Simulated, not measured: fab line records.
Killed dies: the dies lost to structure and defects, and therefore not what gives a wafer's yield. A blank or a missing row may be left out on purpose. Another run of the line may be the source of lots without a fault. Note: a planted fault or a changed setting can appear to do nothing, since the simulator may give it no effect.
fab line records    flow n5_finfet
record: lots: 9  wafers: 25  last_day: 17
route steps=1938 shown HKMG_FIN@454 GATE_CUT@469 BEOL_M4@1111 PASSIVATION@1936
lots untouched by any fault: they come from a run of this same line in which no faults occurred
start_h: start of the lot's first displayed wafer, in hours after the record's first day    wait_h: hours elapsed since this lot's preceding step    " identical to the entry in the row above    L1.1+2: several wafers, shown together as one row    - either no value or no given start    * or withheld: withheld    < > ~ a bound
route shown NAME@n: NAME is a module with steps in the file, n the number in the route of the first one    usual: average and standard deviation across the fault-free wafers    same: alike in all rows    chamber/n: place in a boat    sites: the reading at each site    _std_site: the standard deviation of these    _edge_site: mean of outer sites minus mean of inner sites    radius_mm: how far each site lies from the wafer's centre    mask NAME#n: copy n    behind: the last tool/chamber to shape the wafer    hold: reason for holding the lot/hours on hold/outcome of the hold    device: whichever transistor did not switch (one of n, p or np)    end of line: tests run on the same wafers once the route is complete    for a step that has no rows: nothing shown but its recipe    killed: the dies lost at the first sort to structure and to defects; this is not the yield of the wafer    map: a wafer's dies, x killed, . not, _ none there
set.NAME: the setting that was run; set.NAME@STEP: the one run at that earlier step    model.NAME: the simulator's own value behind a step, which no gauge read
a sample of lots followed through the steps of the route, with each step as a table and each wafer as a row
services: from which hour (start_h, from the record's first day; less than 0 if before it) a tool's chamber was out of use, for how many hours, and why
== steps ==
step: N5_HKMG_FIN_ETCHBACK_68
recipe: chemistry: Cl2/Ar  stop_on: HfO2  target_depth_a: 5  pressure_mtorr: 10  icp_w: 600  bias_w: 60  Cl2_flow_sccm: 40  Ar_flow_sccm: 60
usual: drypump_motor_current_A: 6.0/0.45  oes_ar_750_au: 0.75/0.076  oes_product_au: 0.75/0.076  throttle_valve_pct: 20.93/0.3
lot.wafer  tool          chamber  start_h  wait_h  drypump_motor_current_A  oes_ar_750_au  oes_product_au  rf_hours_counter_h  throttle_valve_pct
L464.1     rie_metal-02  0        84.33    0.0     6.5                      0.72           0.73            62                  20.50
L464.3     "             1        "        "       5.7                      0.90           0.90            -                   20.68
L464.6     "             1        "        "       5.7                      0.90           0.90            -                   20.68
L463.4     rie_metal-03  0        84.97    0.1     6.6                      0.74           0.73            -                   21.18
L463.5     "             1        "        "       5.4                      0.83           0.83            -                   20.75
L463.6     "             0        "        "       6.6                      0.74           0.74            -                   21.17
L471.1     rie_metal-03  0        128.06   0.0     6.6                      0.73           0.72            60                  21.19
L471.4     "             1        "        "       5.5                      0.83           0.82            -                   20.77
L471.5     "             1        "        "       5.5                      0.83           0.82            -                   20.77
L473.1     rie_metal-02  0        146.16   0.0     6.5                      0.71           0.72            67                  20.53
L473.6     "             1        "        "       5.7                      0.87           0.86            -                   20.69
L476.1     rie_metal-01  0        161.62   0.0     5.8                      0.64           0.64            98                  21.40
L476.2     "             1        "        "       6.0                      0.68           0.69            76                  21.20
L478.2     rie_metal-03  0        169.87   0.0     6.6                      0.72           0.72            64                  21.19
L478.3     "             1        "        "       5.5                      0.81           0.81            -                   20.77
L478.4     "             0        "        "       6.5                      0.72           0.71            -                   21.18
L480.3     rie_metal-01  1        180.11   0.1     6.1                      0.68           0.68            -                   21.20
L480.4     "             0        "        "       5.8                      0.63           0.62            -                   21.40
L480.5     "             0        "        "       5.8                      0.64           0.63            -                   21.41
L483.1     rie_metal-03  1        203.78   0.0     5.5                      0.80           0.80            32                  20.77
L483.2     "             0        "        "       6.6                      0.72           0.71            66                  21.20
L483.4     "             1        "        "       5.5                      0.80           0.80            -                   20.77
L486.2     rie_metal-03  1        220.06   0.0     5.5                      0.80           0.65            34                  20.96
L486.3     "             1        "        "       5.5                      0.80           0.79            -                   20.79
L486.5     "             0        "        "       6.6                      0.71           0.71            -                   21.20
step: N5_GATE_CUT_ETCH_58
recipe: chemistry: CH3F/O2  target: SiNx  target_depth_a: 170  time_s: 128.6  ion_energy_ev: 50  pressure_mtorr: 30  source_w: 415  bias_w: 21  Ar_flow_sccm: 150  CH3F_flow_sccm: 30  O2_flow_sccm: 20
usual: drypump_motor_current_A: 5.6/0.35  oes_product_au: 0.78/0.079  rf_vpp_V: 99.2/0.92  showerhead_plenum_p_Torr: 2.01/0.054  throttle_valve_pct: 16.31/0.21
lot.wafer  tool         chamber  start_h  wait_h  drypump_motor_current_A  oes_product_au  rf_hours_counter_h  rf_vpp_V  showerhead_plenum_p_Torr  throttle_valve_pct
L464.1     rie_diel-04  0        86.43    0.0     5.9                      0.72            187                 99.8      1.99                      16.19
L464.3     "            1        "        "       5.8                      0.85            64                  98.4      1.94                      16.01
L464.6     "            2        "        "       6.1                      0.76            -                   98.3      2.09                      16.11
L463.4     rie_diel-06  3        87.17    0.2     5.5                      0.77            152                 98.6      1.92                      16.55
L463.5     "            3        "        "       5.5                      0.76            -                   97.6      1.92                      16.54
L463.6     "            2        "        "       5.9                      0.89            -                   98.6      1.96                      16.20
L471.1     rie_diel-02  2        130.36   0.2     5.5                      0.72            186                 98.8      1.98                      16.12
L471.4     "            2        "        "       5.5                      0.72            -                   99.0      1.98                      16.13
L471.5     "            1        "        "       6.1                      0.91            -                   99.2      2.04                      16.56
L473.1     rie_diel-06  0        148.26   0.0     5.1                      0.69            216                 99.1      2.07                      16.34
L473.6     "            0        "        "       5.1                      0.70            -                   99.7      2.07                      16.32
L476.1     rie_diel-02  1        163.78   0.0     6.1                      0.89            37                  99.8      2.04                      16.57
L476.2     "            3        "        "       5.2                      0.83            76                  99.3      2.02                      15.95
L478.2     rie_diel-02  1        172.05   0.0     6.1                      0.88            39                  99.0      2.04                      16.57
L478.3     "            2        "        "       5.5                      0.72            199                 97.9      1.97                      16.16
L478.4     "            1        "        "       6.1                      0.89            -                   98.5      2.04                      16.59
L480.3     rie_diel-02  0        182.26   0.0     5.5                      0.94            12                  100.3     2.04                      16.35
L480.4     "            1        "        "       6.1                      0.89            -                   101.1     2.04                      16.59
L480.5     "            2        "        "       5.5                      0.71            -                   98.0      1.97                      16.15
L483.1     rie_diel-04  0        205.88   0.0     5.9                      0.69            223                 98.5      1.97                      16.26
L483.2     "            2        "        "       6.1                      0.71            170                 99.3      2.07                      16.17
L483.4     "            1        "        "       5.8                      0.81            99                  99.5      1.93                      16.09
L486.2     rie_diel-02  1        222.16   0.0     6.1                      0.87            54                  98.4      2.04                      16.60
L486.3     "            3        "        "       5.2                      0.81            90                  99.5      2.01                      15.98
L486.5     "            0        "        "       5.5                      0.91            -                   99.5      2.04                      16.37
step: N5_GATE_CUT_STRIP_59
recipe: chemistry: N2/H2  time_s: 20  power_w: 100  temp_c: 40  pressure_mtorr: 100  rf_frequency_hz: 6e+07  bias_power_w: 3  n2_flow_sccm: 300  h2_flow_sccm: 300
usual: drypump_motor_current_A: 5.6/0.35  oes_product_au: 0.79/0.079  rf_vpp_V: 45.3/0.77  showerhead_plenum_p_Torr: 3.41/0.085  throttle_valve_pct: 12.24/0.2
lot.wafer  tool         chamber  start_h  wait_h  drypump_motor_current_A  oes_product_au  rf_hours_counter_h  rf_vpp_V  showerhead_plenum_p_Torr  throttle_valve_pct
L464.1     rie_diel-04  0        86.53    0.1     6.0                      0.72            187                 45.0      3.34                      12.13
L464.3     "            1        "        "       5.8                      0.86            64                  45.3      3.30                      11.94
L464.6     "            2        "        "       6.1                      0.76            -                   46.5      3.51                      12.03
L463.4     rie_diel-06  3        87.28    0.1     5.5                      0.77            152                 45.9      3.26                      12.49
L463.5     "            3        "        "       5.5                      0.78            -                   45.5      3.26                      12.48
L463.6     "            2        "        "       6.0                      0.89            -                   45.4      3.32                      12.03
L471.1     rie_diel-02  2        130.46   0.1     5.5                      0.72            186                 44.3      3.39                      12.25
L471.4     "            2        "        "       5.5                      0.71            -                   44.6      3.39                      12.27
L471.5     "            1        "        "       6.1                      0.91            -                   46.4      3.45                      12.31
L473.1     rie_diel-06  0        148.36   0.1     5.1                      0.70            216                 43.9      3.48                      12.16
L473.6     "            0        "        "       5.1                      0.70            -                   45.5      3.48                      12.16
L476.1     rie_diel-02  1        163.88   0.1     6.1                      0.89            37                  47.0      3.45                      12.33
L476.2     "            3        "        "       5.2                      0.82            76                  46.0      3.44                      11.94
L478.2     rie_diel-02  1        172.15   0.1     6.1                      0.90            39                  44.1      3.44                      12.35
L478.3     "            2        "        "       5.5                      0.71            199                 45.5      3.38                      12.28
L478.4     "            1        "        "       6.1                      0.90            -                   44.4      3.44                      12.31
L480.3     rie_diel-02  0        182.36   0.1     5.5                      0.94            12                  46.0      3.46                      12.23
L480.4     "            1        "        "       6.1                      0.89            -                   44.9      3.44                      12.33
L480.5     "            2        "        "       5.5                      0.71            -                   45.6      3.38                      12.29
L483.1     rie_diel-04  0        205.98   0.1     6.0                      0.70            223                 44.9      3.33                      12.21
L483.2     "            2        "        "       6.1                      0.72            170                 46.4      3.49                      12.11
L483.4     "            1        "        "       5.8                      0.82            99                  44.9      3.28                      12.03
L486.2     rie_diel-02  1        222.26   0.1     6.1                      0.87            54                  46.4      3.44                      12.36
L486.3     "            3        "        "       5.2                      0.80            90                  44.6      3.44                      11.98
L486.5     "            0        "        "       5.5                      0.91            -                   46.8      3.46                      12.26
step: N5_GATE_CUT_CMP_02
recipe: stop_on: SiO2  t_overpolish_s: 12.7  post_cmp_clean: alkaline_brush  down_force_psi: 2.5  platen_rpm: 51.8  pad_velocity_m_s: 1.0307  target_thk_nm: 0
usual: motor_current_A: 9.4/1.1  overpolish_run_s: 12.700/0.0091  time_to_endpoint_s: 24.2/2.4
lot.wafer  tool    chamber  start_h  wait_h  motor_current_A  overpolish_run_s  time_to_endpoint_s
L464.3     cmp-03  0        89.28    0.1     10.9             12.697            22.5
L464.1     "       3        "        "       11.3             12.688            21.7
L464.6     "       1        "        "       9.7              12.695            27.6
L463.4     cmp-03  3        91.34    0.1     11.0             12.692            25.3
L463.5     "       0        "        "       11.0             12.706            24.0
L463.6     "       1        "        "       10.1             12.692            28.0
L471.1     cmp-03  1        133.02   0.1     9.7              12.694            50.9
L471.4     "       2        "        "       10.6             12.690            25.7
L471.5     "       0        "        "       11.3             12.686            23.8
L473.1     cmp-03  0        150.90   0.1     11.1             12.712            49.5
L473.6     "       0        "        "       11.1             12.699            25.3
L476.2     cmp-03  3        166.81   0.1     10.8             12.692            51.8
L476.1     "       0        "        "       11.8             12.701            49.8
L478.2     cmp-02  0        174.65   0.1     9.5              12.685            24.4
L478.3     "       2        "        "       9.0              12.708            22.7
L478.4     "       3        "        "       8.6              12.685            20.9
L480.4     cmp-04  2        185.87   0.1     8.4              12.702            26.2
L480.3     "       3        "        "       9.9              12.698            23.2
L480.5     "       1        "        "       7.7              12.685            20.8
L483.2     cmp-02  1        208.57   0.1     8.2              12.684            26.3
L483.4     "       2        "        "       9.1              12.693            21.9
L483.1     "       0        "        "       8.8              12.705            25.4
L486.3     cmp-04  1        224.81   0.1     7.8              12.686            23.5
L486.2     "       2        "        "       8.2              12.704            26.2
L486.5     "       0        "        "       8.0              12.711            24.0
step: N5_BEOL_M4_RC_MEAS_101
usual: DIBL_N: 37.0/1.7  DIBL_P: 36.7/2  IOFF_N: 0.17/0.035  IOFF_P: 0.22/0.035  ION_N: 672/12  ION_P: 461/7.5  SS_N: 71.6/0.67  SS_P: 73.4/0.64  VT_N: 250/3.5  VT_P: -250/3.5
lot.wafer  tool       chamber  start_h  wait_h  DIBL_N[mV/V]  DIBL_P[mV/V]  IOFF_N[nA/um]  IOFF_P[nA/um]  ION_N[uA/um]  ION_P[uA/um]  SS_N[mV/dec]  SS_P[mV/dec]  VT_N[mV]  VT_P[mV]
L464.1     prober-01  0        168.91   0.0     37.2          36.6          0.19           0.27           692           476           72.1          73.0          249       -242
L464.3     "          0        "        "       34.5          33.5          0.13           0.20           663           461           71.3          72.5          252       -246
L464.6     "          0        "        "       34.7          33.6          0.14           0.22           663           469           71.2          73.0          249       -246
L463.4     prober-02  0        176.57   0.5     36.8          36.0          0.16           0.18           672           459           72.2          72.7          250       -252
L463.5     "          0        "        "       35.5          35.4          0.14           0.17           655           448           71.2          72.9          249       -255
L463.6     "          0        "        "       33.7          33.5          0.11           0.16           663           460           70.5          72.3          255       -254
L471.1     prober-02  0        216.00   0.0     38.4          38.6          0.21           0.24           705           469           72.5          73.6          246       -246
L471.4     "          0        "        "       38.6          38.4          0.21           0.25           695           471           72.0          73.5          244       -246
L471.5     "          0        "        "       42.0          41.3          0.31           0.29           695           463           73.7          75.1          243       -246
L473.1     prober-02  0        226.97   0.0     34.3          35.1          0.13           0.18           666           454           70.0          72.4          252       -253
L473.6     "          0        "        "       35.7          35.4          0.15           0.18           666           454           71.4          73.5          253       -255
L478.2     prober-02  0        250.05   0.2     37.9          37.6          0.20           0.24           662           461           72.1          73.2          247       -247
L478.3     "          0        "        "       37.5          37.4          0.17           0.24           668           462           71.8          73.2          249       -250
L478.4     "          0        "        "       35.4          35.6          0.14           0.21           665           464           71.1          73.1          251       -249
L476.1     prober-01  0        253.10   0.0     34.3          34.0          0.12           0.17           666           456           70.6          72.4          254       -257
L476.2     "          0        "        "       34.9          33.9          0.12           0.17           665           459           71.4          73.0          254       -256
L480.3     prober-02  0        261.93   0.3     40.4          40.5          0.25           0.31           683           471           73.2          74.2          244       -245
L480.4     "          0        "        "       37.3          37.0          0.17           0.24           676           465           71.6          73.6          245       -248
L480.5     "          0        "        "       37.1          36.6          0.18           0.23           690           467           71.2          73.9          246       -247
L486.2     prober-02  0        300.09   0.2     37.0          35.8          0.15           0.21           680           467           71.1          73.7          250       -247
L486.3     "          0        "        "       35.9          34.6          0.13           0.19           658           460           70.7          72.8          251       -250
L486.5     "          0        "        "       39.1          38.2          0.19           0.25           690           470           72.1          73.5          246       -248
L483.1     prober-01  0        300.21   0.0     36.6          36.0          0.14           0.21           662           460           72.5          72.9          251       -250
L483.2     "          0        "        "       36.6          35.7          0.15           0.21           669           464           71.4          73.2          253       -249
L483.4     "          0        "        "       37.1          36.4          0.16           0.21           672           461           71.9          73.1          251       -250
step: N5_PASSIVATION_PROBE_49
usual: defect_limited_yield: 91.1/1.3  killed_at_M0_to_M3: 35/11  killed_at_M4_up: 13/5.4  killed_at_contacts: 14/6.5  killed_at_front_end: 41/11  killed_at_other: 4/3.1  killed_dies: 106/15  killed_open: 69/12  killed_short: 35/7  sort_bin_4_leakage: 0.01/0.078  sort_bin_5_function: 5.2/0.86  sort_bin_6_memory: 3.4/0.64  sort_n_pass: 1074/15  sort_yield_pct: 91.0/1.3
same: gross_dies: 1180  killed_at_back_side: 0  sort_bin_8_speed[%]: 0
lot.wafer  tool       chamber  start_h  wait_h  defect_limited_yield[%]  killed_at_M0_to_M3  killed_at_M4_up  killed_at_contacts  killed_at_front_end  killed_at_other  killed_dies  killed_open  killed_short  sort_bin_4_leakage[%]  sort_bin_5_function[%]  sort_bin_6_memory[%]  sort_n_pass  sort_yield_pct[%]
L476.2     prober-01  -        352.70   0.1     89.6                     44                  15               13                  46                   5                123          86           32            0                      5.9                     4.1                   1057         89.6
killed by level:class
L476.2 BEOL_M2:geometric_particle:open=19 FIN_SAQP:geometric_particle:open=15 MOL_CONTACT_COAG:geometric_particle:open=11 BEOL_M0_SAQP:geometric_particle:open=11 STI_FIN_REVEAL:geometric_particle:open=8 FIN_SAQP:geometric_particle:short=7 BEOL_M0_SAQP:geometric_particle:short=7 BEOL_M4:geometric_particle:open=4
== services ==
tool          chamber  start_h  hours  kind
cmp-03        -        67.90    6.1    pm
cmp-03        -        75.33    0.8    repair
cmp-03        -        82.72    1.8    repair
cmp-04        -        90.95    11.3   pm
cmp-04        -        114.53   4.0    pm
cmp-04        -        118.53   -      consumable_replace:conditioner
cmp-04        -        118.53   -      consumable_replace:pad
rie_diel-02   0        119.59   -      clean
rie_diel-02   0        119.59   -      consumable_replace:focus_ring
rie_diel-02   0        119.59   19.3   scheduled_down
rie_diel-02   0        119.59   19.3   vent_cycle
rie_diel-06   2        136.20   3.6    repair
cmp-02        -        140.98   2.3    repair
cmp-04        -        144.25   4.9    pm
rie_diel-02   1        146.20   2.6    repair
rie_diel-04   1        156.15   5.6    repair
rie_diel-02   3        171.82   10.5   repair
rie_metal-01  1        182.26   8.9    repair
cmp-02        -        187.36   5.6    pm
rie_diel-02   2        199.12   3.9    repair
rie_diel-06   -        201.04   0.4    repair
rie_diel-04   2        210.52   4.3    repair
== key ==
first_sign: step: N5_GATE_CUT_CMP_02  reading: time_to_endpoint_s  direction: up  sigmas: 11  usual: *  struck: *
effect none on later readings
met_at N5_GATE_CUT_CMP_02
struck_lots L471,L473,L476
struck_wafers L471.1,L473.1,L476.1,L476.2
not_acting_at N5_HKMG_FIN_ETCHBACK_68,N5_GATE_CUT_ETCH_58,N5_GATE_CUT_STRIP_59
onset_between 91.34 133.02
fault: kind: process_parameter_drift  tool: cmp-03  chamber: -  onset_h: 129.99  steps: N5_GATE_CUT_CMP_02  channel: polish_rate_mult  offset: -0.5  shape: step  end_h: 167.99  scope: struck_wafers_only
